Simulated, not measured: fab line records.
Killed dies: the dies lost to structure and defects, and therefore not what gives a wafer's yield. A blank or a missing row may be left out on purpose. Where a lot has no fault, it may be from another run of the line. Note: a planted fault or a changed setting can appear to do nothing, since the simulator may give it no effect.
fab line records    flow n5Finfet
record lots=4  wafers=12  lastDay=18
route steps=1938 shown BEOL_M4@1103 BEOL_M5@1112
lots that met no fault: from a run of the same line without faults
startH: hours from the record's opening day to when the first of the lot's shown wafers began    waitH: how many hours have passed since the lot's step before this one    " repeats the value in the row above    L1.1+2: one row covering several wafers at once    - value missing, or start not given    * or withheld: withheld    < > ~ a bound
route shown NAME@n: names a module that has steps shown in the file, with the first one's number in the route    usual: mean/standard deviation of fault-free wafers    same: alike in all rows    chamber/n: place in a boat    sites: per-site readings    _std_site: how widely they spread, as a standard deviation    _edge_site: the outer-site mean with the inner-site mean subtracted    radiusMm: how far each site lies from the wafer's centre    mask NAME#n: copy n    behind: tool/chamber where the wafer was last shaped    hold: cause of the lot's hold/its duration in hours/its outcome    device: transistor that didn't switch, given as n, p or np    end of line: the route-end tests of the same wafers    a step with no rows: only its recipe    killed: dies lost to structure and defects at the first sort, not the wafer's yield    map: per-die view of a wafer (x killed, . not killed, _ where there is no die)
set.NAME: the setting that was run; set.NAME@STEP: the one run at that earlier step    model.NAME: the simulator's own value behind a step, which no gauge read
lots seen at some steps along the route; tables by step, rows by wafer
services: from which hour (startH, from the record's first day; less than 0 if before it) a tool's chamber was out of use, for how many hours, and why
## steps
# step N5_BEOL_M4_CMP_52
# recipe stopOn=SiOC  tOverpolishS=6.8  downForcePsi=1  platenRpm=50  clearingPlatenDownForcePsi=1.5  clearingPlatenRpm=50  postCmpClean=cuAlkaline  targetThkNm=40  clearingPlatenPadVelocityMS=0.99484  padVelocityMS=0.99484
# step N5_BEOL_M4_PRE_CLEAN_60
# recipe gas=NH3/H2  timeS=15  tempC=*  rfPowerW=300
# step N5_BEOL_M4_CO_CAP_55
# recipe material=Co  targetThkA=20  tempC=200  precursor=CCTBA/H2  pressureTorr=30  timeS=102.1
# step N5_BEOL_M4_PRE_CLEAN_56
# recipe gas=NH3  timeS=15  tempC=withheld  rfPowerW=300
# step N5_BEOL_M4_DEP_57
# recipe material=SiCN  targetThkA=80  tempC=withheld  precursor=3MS/NH3  pressureTorr=3  rfW=202  timeS=14
# step N5_BEOL_M5_ILD_DEP_00
# recipe material=SiCOH_lowk  targetThkA=1406.4  tempC=300  precursor=DEMS/porogen  pressureTorr=5  rfW=500  timeS=25.9
# step N5_BEOL_M5_CURE_79
# recipe tempC=385  timeS=240  ambient=He/Ar  material=SiCOH_lowk
# step N5_BEOL_M5_PECVD_70
# recipe material=SiO2  targetThkA=160  tempC=400  precursor=TEOS/O2  pressureTorr=5.5  rfW=450  teosFlowSccm=53.8  gas=O2  flowSccm=3000  timeS=18
# usual heaterPowerW=678/83  showerheadPlenumPTorr=8.79/0.057  showerheadVppV=1308/67  throttleValvePct=22.3/1.2
lot.wafer  tool      chamber  startH  waitH  heaterPowerW  showerheadPlenumPTorr  showerheadVppV  throttleValvePct  model.SiO2_of_BEOL_M5_PECVD_70.thkNm
L446.2     pecvd-04  2        165.18  0.0    649           8.80                   1251            20.9              15.8
L446.4     "         1        "       "      749           8.73                   1352            23.7              16.2
L446.6     "         0        "       "      540           8.67                   1223            20.7              16
L454.2     pecvd-04  1        225.61  0.0    839           8.73                   1355            23.8              8.4
L454.3     "         0        "       "      553           8.66                   1207            20.8              8.2
L454.6     "         0        "       "      554           8.65                   1207            20.8              8.4
L455.1     pecvd-04  0        232.66  0.0    514           8.66                   1229            21.0              8.2
L455.3     "         2        "       "      530           8.81                   1284            21.2              8.4
L455.5     "         0        "       "      511           8.67                   1202            21.1              8.6
L468.3     pecvd-01  0        326.31  0.0    831           8.85                   1252            22.9              15.6
L468.4     "         2        "       "      644           8.79                   1258            21.3              16
L468.6     "         1        "       "      635           8.78                   1402            24.4              15.8
# step N5_BEOL_M5_HM_DEP_02
# recipe material=TiN  targetThkA=200  tempC=25  chamberPressurePa=0.49996
# step N5_BEOL_M5_COAT_59
# recipe resist=SOC  tempC=250  timeS=60  spinRpm=1500  resistThkNm=60
# step N5_BEOL_M5_COAT_60
# recipe resist=SiARC  tempC=220  timeS=60  spinRpm=1500  resistThkNm=12
# step N5_BEOL_M5_COAT_71
# recipe resist=underlayer  tempC=205  timeS=60  spinRpm=1500  resistThkNm=5
# step N5_BEOL_M5_COAT_05
# recipe resist=CAR-EUV  spinRpm=1500  resistThkNm=30
# step N5_BEOL_M5_EBR_07
# recipe solvent=PGMEA  ebrWidthMm=1.5
# step N5_BEOL_M5_SOFTBAKE_06
# recipe tempC=110  timeS=60  resist=CAR-EUV
# step N5_BEOL_M5_EXPOSE_08
# recipe maskId=M5  na=0.33  sourceShape=annular  sigmaInner=0.4  sigmaOuter=0.8  polarization=unpolarized  targetCdNm=28  doseMj=35.75
# step N5_BEOL_M5_PEB_09
# recipe pebTempC=100  pebTimeS=60  resist=CAR-EUV
# step N5_BEOL_M5_DEVELOP_10
# recipe developTimeS=30  developer=TMAH  resist=CAR-EUV  rinseLiquid=surfactantRinse  dry=airSpin  devTempC=23
# step N5_BEOL_M5_DESCUM_16
# recipe chemistry=O2  timeS=7  sourcePowerW=50  biasPowerW=20  pressureMtorr=20  rfFrequencyHz=2.712e+07  tempC=40  resist=CAR-EUV  o2FlowSccm=225
# step N5_BEOL_M5_ETCH_72
# recipe chemistry=N2/H2  target=underlayer  targetDepthA=65  maskMaterial=CAR-EUV  timeS=5.2  ionEnergyEv=200  pressureMtorr=30  sourceW=840  biasW=150  n2FlowSccm=200  h2FlowSccm=200  ends=cleared
# step N5_BEOL_M5_ETCH_61
# recipe chemistry=CF4  target=SiARC  targetDepthA=156  maskMaterial=CAR-EUV  timeS=26  ionEnergyEv=80  pressureMtorr=40  sourceW=545  biasW=36  Ar_flow_sccm=100  cf4FlowSccm=100  ends=cleared
# step N5_BEOL_M5_ETCH_62
# recipe chemistry=N2/H2  target=SOC  targetDepthA=750  overetchA=150  maskMaterial=SiARC  tempC=40  timeS=112.5  ionEnergyEv=200  pressureMtorr=30  sourceW=840  biasW=150  n2FlowSccm=200  h2FlowSccm=200
# step N5_BEOL_M5_STRIP_63
# recipe chemistry=N2/H2  tempC=40  n2FlowSccm=200  h2FlowSccm=200  rfFrequencyHz=6e+07
# step N5_BEOL_M5_STRIP_73
# recipe chemistry=N2/H2  tempC=40  n2FlowSccm=200  h2FlowSccm=200  rfFrequencyHz=6e+07
# step N5_BEOL_M5_STRIP_64
# recipe chemistry=CF4  resist=SiARC  powerW=300  biasPowerW=75  pressureMtorr=50  cf4FlowSccm=150  rfFrequencyHz=6e+07
# step N5_BEOL_M5_HM_OPEN_17
# recipe chemistry=Cl2/BCl3  targetDepthA=200  overetchA=60  target=TiN  maskMaterial=SOC  ionEnergyEv=150  pressureMtorr=10  icpW=1000  biasW=126  Cl2_flow_sccm=53.25  bcl3FlowSccm=21.75  Ar_flow_sccm=25
# step N5_BEOL_M5_STRIP_19
# recipe chemistry=O2  powerW=400  tempC=40  pressureMtorr=30  rfFrequencyHz=6e+07  biasPowerW=0  overashFraction=0.2  o2FlowSccm=225
# step N5_BEOL_M5_COAT_65
# recipe resist=SOC  tempC=250  timeS=60  spinRpm=1500  resistThkNm=60
# step N5_BEOL_M5_COAT_66
# recipe resist=SiARC  tempC=220  timeS=60  spinRpm=1500  resistThkNm=12
# step N5_BEOL_M5_COAT_74
# recipe resist=underlayer  tempC=205  timeS=60  spinRpm=1500  resistThkNm=5
# step N5_BEOL_M5_COAT_22
# recipe resist=CAR-EUV  spinRpm=1500  resistThkNm=30
# step N5_BEOL_M5_EBR_24
# recipe solvent=PGMEA  ebrWidthMm=1.5
# step N5_BEOL_M5_SOFTBAKE_23
# recipe tempC=110  timeS=60  resist=CAR-EUV
# step N5_BEOL_M5_HM_STRIP_39
# recipe chemistry=peroxideTinStrip  material=TiN  targetDepthA=250  tempC=50  timeS=158
# usual tempC=50.00/0.12
lot.wafer  tool         chamber  startH  waitH  tempC  model.SiO2_of_BEOL_M5_PECVD_70.thkNm
L446.2     wetBench-05  1        167.67  0.0    50.10  15.8
L446.4     "            0        "       "      50.22  16
L446.6     "            6        "       "      49.84  16
L454.2     wetBench-05  4        229.69  0.0    50.06  8.4
L454.3     "            2        "       "      49.92  8
L454.6     "            0        "       "      50.01  8.2
L455.1     wetBench-05  1        238.59  0.0    50.10  8.2
L455.3     "            2        "       "      50.02  8.2
L455.5     "            4        "       "      50.07  8.4
L468.3     wetBench-03  5        329.37  0.0    49.95  15.4
L468.4     "            4        "       "      50.04  15.8
L468.6     "            6        "       "      50.09  15.6
# step N5_BEOL_M5_CMP_52
# recipe stopOn=SiCOH_lowk  tOverpolishS=6.9  downForcePsi=1  platenRpm=50  clearingPlatenDownForcePsi=1.5  clearingPlatenRpm=50  postCmpClean=cuAlkaline  targetThkNm=62  clearingPlatenPadVelocityMS=0.99484  padVelocityMS=0.99484
# usual barrierFieldEndpointS=24.8/0.72  motorCurrentA=6.1/0.67  slurryFlowMlMin=150.0/0.48
lot.wafer  tool    chamber  startH  waitH  barrierFieldEndpointS  motorCurrentA  slurryFlowMlMin
L446.2     cmp-01  0        174.63  0.2    24.8                   6.3            149.8
L446.4     "       3        "       "      25.5                   5.6            149.6
L446.6     "       1        "       "      25.7                   6.7            149.0
L454.2     cmp-02  0        238.24  0.2    15.6                   7.5            149.4
L454.3     "       2        "       "      15.3                   5.9            150.5
L454.6     "       0        "       "      15.3                   7.7            149.6
L455.3     cmp-02  0        245.17  0.2    15.8                   7.3            150.1
L455.1     "       2        "       "      15.1                   6.1            150.4
L455.5     "       0        "       "      15.8                   7.5            150.4
L468.4     cmp-03  1        335.64  0.2    24.2                   6.7            150.1
L468.3     "       3        "       "      24.3                   5.1            149.5
L468.6     "       0        "       "      23.7                   6.0            150.9
## services
tool         chamber  startH  hours  kind
cmp-02       -        142.79  4.0    pm
pecvd-01     2        145.14  11.9   repair
cmp-02       -        146.79  -      consumableReplace:conditioner
cmp-02       -        146.79  -      consumableReplace:pad
cmp-01       -        197.60  4.0    pm
cmp-01       -        201.60  -      consumableReplace:conditioner
cmp-01       -        201.60  -      consumableReplace:pad
pecvd-01     2        202.38  -      clean
pecvd-01     2        202.38  -      consumableReplace:showerhead
pecvd-01     2        202.38  29.0   scheduledDown
pecvd-01     2        202.38  29.0   ventCycle
cmp-01       -        206.87  0.6    repair
cmp-02       -        207.76  20.2   pm
cmp-03       -        222.93  2.0    repair
cmp-01       -        232.37  3.3    pm
cmp-03       -        239.45  2.6    repair
pecvd-04     1        255.55  2.1    scheduledDown
cmp-03       -        256.88  0.8    repair
cmp-03       -        265.70  3.4    pm
cmp-02       -        282.50  0.3    repair
cmp-02       -        297.28  0.4    repair
cmp-02       -        312.73  1.5    repair
cmp-03       -        318.99  4.0    pm
wetBench-05  -        330.65  0.5    repair
## key
firstSign step=N5_BEOL_M5_CMP_52  reading=barrierFieldEndpointS  direction=down  sigmas=13  usual=24.8  struck=15.5
effect none on later readings
modelEffect step=N5_BEOL_M5_PECVD_70  value=SiO2_of_BEOL_M5_PECVD_70.thkNm  without=15.97  struck=8.367
modelEffect step=N5_BEOL_M5_HM_STRIP_39  value=SiO2_of_BEOL_M5_PECVD_70.thkNm  without=15.8  struck=8.233
metAt N5_BEOL_M5_PECVD_70
struckWafers L454.2,L454.3,L454.6,L455.1,L455.3,L455.5
rowsEnd L454.2,L454.3,L454.6,L455.1,L455.3,L455.5
onsetBetween 165.18 225.61
alsoFits N5_BEOL_M5_HM_STRIP_39:wetBench-05,N5_BEOL_M5_CMP_52:cmp-02
earlierFault kind=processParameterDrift  tool=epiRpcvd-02  chamber=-  onsetH=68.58  steps=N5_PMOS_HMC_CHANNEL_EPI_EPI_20  channel=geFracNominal  offset=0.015  shape=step  stated=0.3
fault kind=processParameterDrift  tool=pecvd-04  chamber=-  onsetH=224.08  steps=N5_BEOL_M5_PECVD_70  channel=timeS  offset=*  shape=step  actsIn=*  stated=*
# rowsEnd: these wafers met a further fault down the route, and their rows from its step on are left out
